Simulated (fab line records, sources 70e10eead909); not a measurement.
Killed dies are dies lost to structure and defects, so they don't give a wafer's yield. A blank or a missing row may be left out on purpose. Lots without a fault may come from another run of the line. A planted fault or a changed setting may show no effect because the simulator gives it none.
fab line records | flow nand_harc
record lots=14 wafers=42 last_day=33
route steps=1302 shown P_M0@263 P_M1@296
lots that met no fault: from a run of the same line without faults
start_h: hours from the record's first day to the start of the lot's first wafer shown | wait_h: hours since the lot's step before | " the same as in the row above | L1.1+2: a row that stands for several wafers | - no value, or no start given | * or withheld: withheld | < > ~ a bound
route shown NAME@n: a module of which the file shows steps, and the number in the route of the first | usual: mean/standard deviation of fault-free wafers | same: alike in all rows | chamber/n: place in a boat | sites: the reading at each site | _std_site: their standard deviation | _edge_site: outer sites' mean less inner sites' | radius_mm: how far each site lies from the wafer's centre | mask NAME#n: copy n | behind: the tool/chamber that last shaped the wafer | hold: why the lot was held/for how many hours/how that ended | device: the transistor (n, p or np) that didn't switch | end of line: the same wafers' tests at the end of the route | a step without rows: its recipe alone | killed: dies lost to structure and defects at the first sort, not the wafer's yield | map: a wafer's dies, x killed, . not, _ none there
set.NAME: the setting as run; set.NAME@STEP: as run at that earlier step | model.NAME: the simulator's own value behind a step, which no gauge read
steps of the route over a sample of lots; a table a step, a row a wafer
services: from which hour (start_h, from the record's first day; less than 0 if before it) a tool's chamber was out of use, for how many hours, and why
## steps
# step NHARC_P_M0_CD_MEAS_09
# recipe target_cd_nm=90 landing_energy_ev=500
# usual cd_nm=89.9/0.72
# columns lot.wafer tool chamber start_h wait_h cd_nm
L287.1 cd_sem-01 0 125.31 - 90.2
L287.4 " 0 " " 89.9
L287.5 " 0 " " 90.1
L288.1 cd_sem-01 0 137.34 - 89.3
L288.4 " 0 " " 89.4
L288.5 " 0 " " 90.0
L291.2 cd_sem-02 0 162.14 - 88.6
L291.3 " 0 " " 90.0
L291.4 " 0 " " 89.1
L292.1 cd_sem-02 0 167.83 - 91.4
L292.4 " 0 " " 89.9
L292.6 " 0 " " 90.2
L294.2 cd_sem-01 0 188.38 - 89.4
L294.3 " 0 " " 89.3
L294.6 " 0 " " 89.5
L295.2 cd_sem-01 0 202.85 - 89.4
L295.5 " 0 " " 91.1
L295.6 " 0 " " 90.5
L297.1 cd_sem-01 0 215.39 - 89.1
L297.2 " 0 " " 89.8
L297.6 " 0 " " 89.6
L298.1 cd_sem-02 0 240.43 - 91.4
L298.3 " 0 " " 89.2
L298.6 " 0 " " 90.9
L304.2 cd_sem-03 0 291.83 - 90.3
L304.3 " 0 " " 90.2
L304.6 " 0 " " 90.9
L305.3 cd_sem-03 0 299.00 - 89.9
L305.5 " 0 " " 90.4
L305.6 " 0 " " 89.8
L307.4 cd_sem-02 0 320.80 - 90.1
L307.5 " 0 " " 90.3
L307.6 " 0 " " 89.8
L308.1 cd_sem-03 0 330.62 - 90.6
L308.2 " 0 " " 91.0
L308.3 " 0 " " 90.6
L309.1 cd_sem-02 0 342.89 - 89.5
L309.2 " 0 " " 90.4
L309.6 " 0 " " 89.8
L310.1 cd_sem-02 0 356.08 - 88.7
L310.3 " 0 " " 88.9
L310.5 " 0 " " 90.4
# step NHARC_P_M0_INSPECT_11
# usual raw_defect_count=4.7/2.9
# columns lot.wafer tool chamber start_h wait_h raw_defect_count
L287.1 defect_inspect-02 - 125.44 0.0 4
L287.4 " - " " 3
L287.5 " - " " 9
L288.1 defect_inspect-02 - 137.47 0.0 6
L288.4 " - " " 2
L288.5 " - " " 4
L291.2 defect_inspect-02 - 162.26 0.0 8
L291.3 " - " " 9
L291.4 " - " " 3
L292.1 defect_inspect-02 - 167.95 0.0 6
L292.4 " - " " 6
L292.6 " - " " 9
L294.2 defect_inspect-01 - 188.51 0.0 10
L294.3 " - " " 7
L294.6 " - " " 10
L295.2 defect_inspect-01 - 202.97 0.0 4
L295.5 " - " " 9
L295.6 " - " " 7
L297.1 defect_inspect-02 - 215.52 0.0 5
L297.2 " - " " 5
L297.6 " - " " 1
L298.1 defect_inspect-01 - 240.56 0.0 3
L298.3 " - " " 1
L298.6 " - " " 1
L304.2 defect_inspect-01 - 291.95 0.0 6
L304.3 " - " " 6
L304.6 " - " " 6
L305.3 defect_inspect-02 - 299.12 0.0 7
L305.5 " - " " 5
L305.6 " - " " 6
L307.4 defect_inspect-01 - 320.92 0.0 8
L307.5 " - " " 4
L307.6 " - " " 2
L308.1 defect_inspect-02 - 330.74 0.0 6
L308.2 " - " " 5
L308.3 " - " " 1
L309.1 defect_inspect-02 - 343.01 0.0 16
L309.2 " - " " 10
L309.6 " - " " 9
L310.1 defect_inspect-02 - 356.20 0.0 9
L310.3 " - " " 7
L310.5 " - " " 4
# step NHARC_P_M0_DEP_32
# recipe target_thk_a=300 temp_c=370 target_thk_nm=30 pressure_torr=3 flow_sccm=200 rf_w=450 material=SiCN
# usual chamber_pressure_Torr=2.999/0.0061 heater_power_outer_w=356/39 heater_power_w=619/52 showerhead_vpp_V=1278/76
# columns lot.wafer tool chamber start_h wait_h chamber_pressure_Torr heater_power_outer_w heater_power_w showerhead_vpp_V
L287.1 pecvd-04 2 128.16 0.1 3.006 322 606 1255
L287.5 " 1 " " 3.007 337 611 1212
L287.4 " 2 " " 3.010 317 594 1256
L288.1 pecvd-02 2 140.35 0.1 3.003 351 634 1393
L288.4 " 1 " " 2.984 401 703 1441
L288.5 " 2 " " 2.997 371 647 1363
L291.3 pecvd-01 2 164.98 0.1 3.005 403 689 1327
L291.2 " 0 " " 2.993 359 593 1274
L291.4 " 0 " " 2.999 353 607 1244
L292.1 pecvd-04 1 170.73 0.1 3.004 309 559 1215
L292.6 " 2 " " 3.003 269 549 1261
L292.4 " 1 " " 3.009 312 580 1215
L294.3 pecvd-04 0 191.20 0.1 2.988 351 592 1186
L294.2 " 1 " " 3.007 312 560 1214
L294.6 " 0 " " 2.994 362 589 1186
L295.2 pecvd-04 0 205.75 0.1 3.002 361 605 1170
L295.6 " 1 " " 2.995 346 579 1225
L295.5 " 2 " " 2.996 295 588 1276
L297.2 pecvd-04 1 218.18 0.1 2.994 346 599 1194
L297.1 " 0 " " 2.993 343 577 1186
L297.6 " 2 " " 2.997 332 632 1263
L298.3 pecvd-04 0 243.28 0.1 2.997 310 530 1201
L298.1 " 1 " " 2.993 299 545 1202
L298.6 " 2 " " 3.009 316 628 1260
L304.3 pecvd-01 2 295.02 0.1 - - - -
L304.2 " 0 " " - - - -
L304.6 " 2 " " - - - -
L305.3 pecvd-04 1 301.93 0.1 - - - -
L305.6 " 0 " " - - - -
L305.5 " 1 " " - - - -
L307.5 pecvd-04 0 323.72 0.2 2.996 374 597 1178
L307.4 " 1 " " 3.002 345 608 1219
L307.6 " 2 " " 2.997 324 594 1253
L308.3 pecvd-02 1 333.55 0.1 2.999 360 618 1443
L308.2 " 2 " " 2.987 379 662 1359
L308.1 " 0 " " 3.011 376 586 1404
L309.2 pecvd-01 1 345.74 0.1 2.993 411 682 1278
L309.1 " 0 " " 2.992 394 649 1260
L309.6 " 2 " " 3.003 346 623 1321
L310.1 pecvd-01 1 358.90 0.1 3.000 448 741 1272
L310.3 " 2 " " 2.999 394 698 1345
L310.5 " 1 " " 3.002 452 714 1284
# step NHARC_P_M1_OVL_MEAS_10
# recipe pitch_nm=260
# usual overlay_x_nm=0.0/0.99 overlay_y_nm=0.2/1
# columns lot.wafer tool chamber start_h wait_h overlay_x_nm overlay_y_nm
L287.1 overlay-02 - 129.45 - 0.1 1.0
L287.4 " - " " 0.4 1.1
L287.5 " - " " 0.1 0.9
L288.1 overlay-01 - 141.46 - 1.2 -1.0
L288.4 " - " " 1.3 -1.1
L288.5 " - " " 0.6 -1.0
L291.2 overlay-02 - 166.14 - -0.7 0.5
L291.3 " - " " -0.6 0.6
L291.4 " - " " -0.9 0.4
L292.1 overlay-01 - 171.97 - 0.3 1.7
L292.4 " - " " 0.2 1.6
L292.6 " - " " 0.4 1.7
L294.2 overlay-02 - 192.51 - 0.7 0.3
L294.3 " - " " 0.3 0.3
L294.6 " - " " 0.2 0.5
L295.2 overlay-01 - 207.00 - -1.0 -1.9
L295.5 " - " " -0.5 -1.5
L295.6 " - " " -0.3 -1.5
L297.1 overlay-01 - 219.42 - -1.0 -0.4
L297.2 " - " " -0.7 -0.7
L297.6 " - " " -0.7 -0.6
L298.1 overlay-02 - 244.58 - -1.0 0.2
L298.3 " - " " -0.5 -0.2
L298.6 " - " " -0.8 -0.3
L304.2 overlay-01 - 296.19 - 0.4 1.7
L304.3 " - " " 1.2 1.7
L304.6 " - " " 1.2 1.5
L305.3 overlay-01 - 303.06 - -1.4 -0.2
L305.5 " - " " -1.0 0.3
L305.6 " - " " -0.9 -0.1
L307.4 overlay-02 - 324.93 - -0.4 -0.1
L307.5 " - " " 0.6 0.1
L307.6 " - " " 0.2 0.1
L308.1 overlay-02 - 334.77 - 0.9 -0.5
L308.2 " - " " 1.5 -0.7
L308.3 " - " " 1.3 -0.2
L309.1 overlay-02 - 346.96 - -0.9 0.3
L309.2 " - " " -0.6 0.6
L309.6 " - " " -0.6 0.8
L310.1 overlay-01 - 360.22 - -1.4 -0.2
L310.3 " - " " -1.5 -0.1
L310.5 " - " " -2.3 -0.2
## services
# columns tool chamber start_h hours kind
pecvd-01 2 121.81 6.7 repair
pecvd-01 - 130.00 13.0 pm
pecvd-01 0 130.00 13.0 vent_cycle
pecvd-01 1 130.00 13.0 vent_cycle
pecvd-01 2 130.00 13.0 vent_cycle
pecvd-01 0 143.00 - clean
pecvd-01 1 143.00 - clean
pecvd-01 2 143.00 - clean
pecvd-01 2 146.83 11.0 repair
pecvd-04 - 177.19 2.2 repair
pecvd-02 - 227.73 13.0 pm
pecvd-01 0 244.33 8.0 repair
pecvd-02 - 260.28 3.9 repair
pecvd-04 1 267.62 12.7 repair
pecvd-04 - 269.00 13.0 pm
pecvd-04 0 269.00 13.0 vent_cycle
pecvd-04 2 269.00 13.0 vent_cycle
pecvd-04 0 282.00 - clean
pecvd-04 1 282.00 - clean
pecvd-04 2 282.00 - clean
pecvd-01 - 311.00 13.0 pm
pecvd-01 0 311.00 13.0 vent_cycle
pecvd-01 1 311.00 13.0 vent_cycle
pecvd-01 - 330.75 0.5 repair
## key
first_sign step=NHARC_P_M0_DEP_32 reading=tool_record direction=missing
effect none on later readings
met_at NHARC_P_M0_DEP_32
struck_lots L304,L305
sort_left_out L304.2,L304.3,L304.6,L305.3,L305.5,L305.6
not_acting_at NHARC_P_M0_CD_MEAS_09,NHARC_P_M0_INSPECT_11,NHARC_P_M1_OVL_MEAS_10
onset_between 243.28 295.02
fault kind=skipped_step_whole tool=pecvd-01,pecvd-04 chamber=- onset_h=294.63 steps=NHARC_P_M0_DEP_32 scope=struck_lots_only
# sort_left_out: the simulated sort isn't trusted on such a fault, so these wafers' sort isn't shown, and their yield isn't known
